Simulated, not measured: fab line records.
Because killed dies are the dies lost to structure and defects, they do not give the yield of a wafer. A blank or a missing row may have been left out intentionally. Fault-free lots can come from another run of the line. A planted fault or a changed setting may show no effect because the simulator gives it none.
Matching of chambers ; flow nand-harc ; NHARC_A_STAIRCASE_STRIP_476 on rie-diel-05: 4 sister chambers
The step strips in O2, time 20 s. 30 wafers are shown with their chamber, then 12 later ones without.

== WAFERS, EACH WITH ITS CHAMBER ==
wafer;chamber;drypump-motor-current-A (A);showerhead-plenum-p-Torr (Torr);oes-product-au (a.u.)
L075.3;2;5.3;3.57;1.014
L075.4;3;6.6;3.36;1.002
L075.6;3;6.7;3.36;0.987
L077.1;2;5.3;3.57;1.025
L077.2;0;6.5;3.38;1.005
L077.3;3;6.7;3.36;0.995
L074.2;3;6.6;3.36;0.983
L074.5;0;6.5;3.38;0.993
L074.6;3;6.6;3.36;0.991
L079.1;2;5.3;3.57;1.028
L079.2;1;5.2;3.61;1.008
L079.4;3;6.7;3.36;0.998
L080.1;2;5.3;3.56;1.017
L080.2;0;6.5;3.37;0.995
L080.3;1;5.2;3.61;0.990
L080.4;3;6.7;3.36;0.986
L080.5;2;5.3;3.56;1.022
L080.6;1;5.2;3.61;0.997
L082.1;0;6.5;3.37;1.003
L082.2;3;6.7;3.35;0.988
L082.3;1;5.2;3.61;0.993
L085.4;1;5.2;3.60;1.001
L085.5;3;6.7;3.35;1.003
L085.6;0;6.5;3.36;1.003
L089.2;3;6.6;3.35;0.993
L089.3;0;6.6;3.36;1.007
L089.5;3;6.6;3.35;0.990
L091.1;0;6.5;3.36;1.001
L091.2;2;5.3;3.56;1.015
L091.5;2;5.3;3.55;1.010

SIGNATURES (averages over the wafers above)
reading;chamber 0;chamber 1;chamber 2;chamber 3;scatter within a chamber
drypump-motor-current-A;6.514;5.200;5.300;6.655;0.0371
showerhead-plenum-p-Torr;3.3686;3.6080;3.5629;3.3564;0.00669
oes-product-au;1.00100;0.99780;1.01871;0.99236;0.00632
Rule: a wafer's distance from a chamber is the root of the sum, over the readings, of the square of ((its reading less the chamber's mean) divided by the reading's scatter). If the next closest chamber is less than 2 further off than the closest, the wafer can't be placed; otherwise it belongs to the closest. The scatter: the root of (the sum of the squares of (reading less its chamber's mean) over the shown wafers, divided by (wafers less chambers)).

== WAFERS WITHOUT THEIR CHAMBER ==
wafer;drypump-motor-current-A (A);showerhead-plenum-p-Torr (Torr);oes-product-au (a.u.)
L092.1;6.7;3.35;0.995
L092.2;5.3;3.55;1.010
L092.3;5.2;3.60;0.994
L092.4;6.6;3.36;0.992
L092.5;6.7;3.35;0.996
L092.6;5.3;3.55;1.007
L093.1;5.3;3.55;1.013
L093.2;6.5;3.36;0.992
L093.3;6.6;3.35;1.003
L093.4;5.2;3.60;0.984
L093.5;5.3;3.55;1.004
L093.6;5.2;3.60;0.988

== EACH ONE'S CHAMBER ==
wafer;from the rows above;in truth
L092.1;3;3
L092.2;2;2
L092.3;1;1
L092.4;can't be placed: 3 or 0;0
L092.5;3;3
L092.6;2;2
L093.1;2;2
L093.2;0;0
L093.3;can't be placed: 3 or 0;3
L093.4;1;1
L093.5;2;2
L093.6;1;1
Placed correctly: 10 of 12. These rows do not allow placing 2 (true chamber among the candidates in 2). Number placed wrongly: 0.
